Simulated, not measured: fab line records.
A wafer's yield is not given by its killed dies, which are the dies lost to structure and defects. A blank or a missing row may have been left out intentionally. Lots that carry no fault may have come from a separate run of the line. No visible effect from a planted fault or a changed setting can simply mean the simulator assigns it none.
Problem report in the 8D (eight disciplines) form, filled by code :: flow nand-harc :: the parts of the form that need people (team, actions taken, sign-off) are left out

1. WHAT IS WRONG
time-to-endpoint-s at NHARC_P_M2_CMP_23 reads a mean of 12.9 s on 2 wafers of 2 lots; wafers without a fault read 28.4 s with a standard deviation of 2.5. That is -6.2 standard deviations from the usual mean.
The step: polishes, t overpolish 20 s, target thk 144.3 nm.
First observed at day 11 09:15: wafer L419.2, on cmp-03. The record holds 36 wafers of 12 lots with a number at this step. Rule for "out" (also "out of limits"): further than 4 standard deviations from the usual mean. The other wafers with a number count as sound.

2. WHAT IT IS AND WHAT IT IS NOT
question: which readings at this step
is: time-to-endpoint-s
is not: motor-current-A, retaining-ring-pressure-frac

question: which lots
is: L419, L420
is not: L408, L409, L411, L412, L413, L418, L427, L428, L429, L431

question: which wafers of those lots
is: L419.2, L420.2
is not: L419.4, L419.5, L420.1, L420.3

question: read on which tools
is: cmp-01, cmp-03
is not: cmp-02

question: when
is: from day 11 09:15
is not: up to then (20 sound wafers); but 14 sound wafers of L420, L427, L428, L429, L431 came after

3. WHAT RULES OUT EACH SUSPECT
Counting: any tool at a process step up to the reading remains a suspect provided it ran every lot that is out. Sound lots after the first of them don't rule it out here, since some wafers of a struck lot are sound.
- pvd-sputter-02 at NHARC_P_M2_DEGAS_29 (time 60 s): kept. Every lot that is out went through it, the first being L419 (day 11 08:10); the last sound lot it ran before that was L411 (day 7 15:23).
- ecd-cu-01 at NHARC_P_M2_ECD_22 (material Cu, target thk 400 nm): kept. Every lot that is out went through it, the first being L419 (day 11 08:35); the last sound lot it ran before that was L413 (day 8 13:14).
The count leaves ecd-cu-01 at NHARC_P_M2_ECD_22 and pvd-sputter-02 at NHARC_P_M2_DEGAS_29.

4. THE CAUSE (what the simulator had put in)
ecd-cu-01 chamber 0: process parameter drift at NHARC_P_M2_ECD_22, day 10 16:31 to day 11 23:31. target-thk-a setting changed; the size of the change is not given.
2 suspects survive the count, and this tool is in that group.

5. SEQUENCE OF EFFECTS, ordered by route
One row per reading whose mean, taken over the struck wafers that have a number, lies over 3 standard deviations from the usual. Readings are gone through only where the record gives a usual standard deviation; hours: the median, over the lots, of the time from a lot's start at the first step in this table giving one to that lot's start at this step; sigmas: the change measured in usual standard deviations.
hours: 0
step: NHARC_P_M2_CMP_23
reading: time-to-endpoint-s
usual: 28.4 s
on struck wafers: 12.9
change: -15.4
sigmas: -6.2
Its process steps:
- NHARC_P_M2_CMP_23: polishes, t overpolish 20 s, target thk 144.3 nm.
At these later measuring or inspecting steps, every struck wafer for which the step has a row has a number for every such reading, and none has moved that far: NHARC_P_M2_INSPECT_27, NHARC_END_SORT_01.

6. HOW IT WOULD HAVE BEEN CAUGHT EARLIER
First out-of-limits reading in this record: day 11 09:15, which is 17 hours after fault onset at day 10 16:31.
Lots out: 2; of these, L420 started NHARC_P_M2_ECD_22 on ecd-cu-01 after day 11 09:15. Holding the tool at that time would have saved it.
